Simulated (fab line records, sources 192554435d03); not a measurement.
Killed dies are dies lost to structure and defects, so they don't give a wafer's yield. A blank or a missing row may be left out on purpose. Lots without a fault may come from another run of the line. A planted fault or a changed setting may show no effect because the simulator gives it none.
Chamber matching | flow n5_finfet | N5_BEOL_M15_ETCH_57 on rie_diel-02: 4 sister chambers
The step etches SOC in N2/H2, time 750 s. 8 wafers are shown with their chamber, then 10 later ones without.

WAFERS WITH THEIR CHAMBER
wafer  | chamber | showerhead_plenum_p_Torr (Torr) | drypump_motor_current_A (A)
L080.5 | 2       | 2.69                            | 5.9
L085.4 | 2       | 2.68                            | 5.8
L087.3 | 0       | 2.51                            | 5.7
L089.2 | 3       | 2.48                            | 5.7
L089.5 | 1       | 2.47                            | 5.1
L089.6 | 3       | 2.48                            | 5.8
L092.1 | 0       | 2.51                            | 5.8
L092.4 | 1       | 2.47                            | 5.0

WAFERS WITHOUT THEIR CHAMBER
wafer  | showerhead_plenum_p_Torr (Torr) | drypump_motor_current_A (A)
L092.6 | 2.48                            | 5.7
L091.1 | 2.68                            | 5.9
L091.2 | 2.46                            | 5.1
L091.3 | 2.48                            | 5.7
L094.1 | 2.68                            | 5.8
L094.5 | 2.46                            | 5.1
L094.6 | 2.68                            | 5.8
L095.3 | 2.46                            | 5.1
L095.5 | 2.51                            | 5.8
L095.6 | 2.48                            | 5.7

WHICH CHAMBER EACH WENT THROUGH
wafer  | from the rows above | in truth
L092.6 | 3                   | 3
L091.1 | 2                   | 2
L091.2 | 1                   | 1
L091.3 | 3                   | 3
L094.1 | 2                   | 2
L094.5 | 1                   | 1
L094.6 | 2                   | 2
L095.3 | 1                   | 1
L095.5 | 0                   | 0
L095.6 | 3                   | 3
Placed correctly: 10 of 10. Can't be placed from these rows: 0. Placed wrongly: 0.
How it was worked out, from the rows above alone: a wafer's distance from a chamber is the root of the sum, over the readings, of the square of ((its reading less the chamber's mean) divided by the reading's scatter). The wafer belongs to the nearest chamber; if the next one is less than 2 further off, it can't be placed. A chamber's mean is the mean of its shown wafers. The scatter: the root of (the sum of the squares of (reading less its chamber's mean) over the shown wafers, divided by (wafers less chambers)).
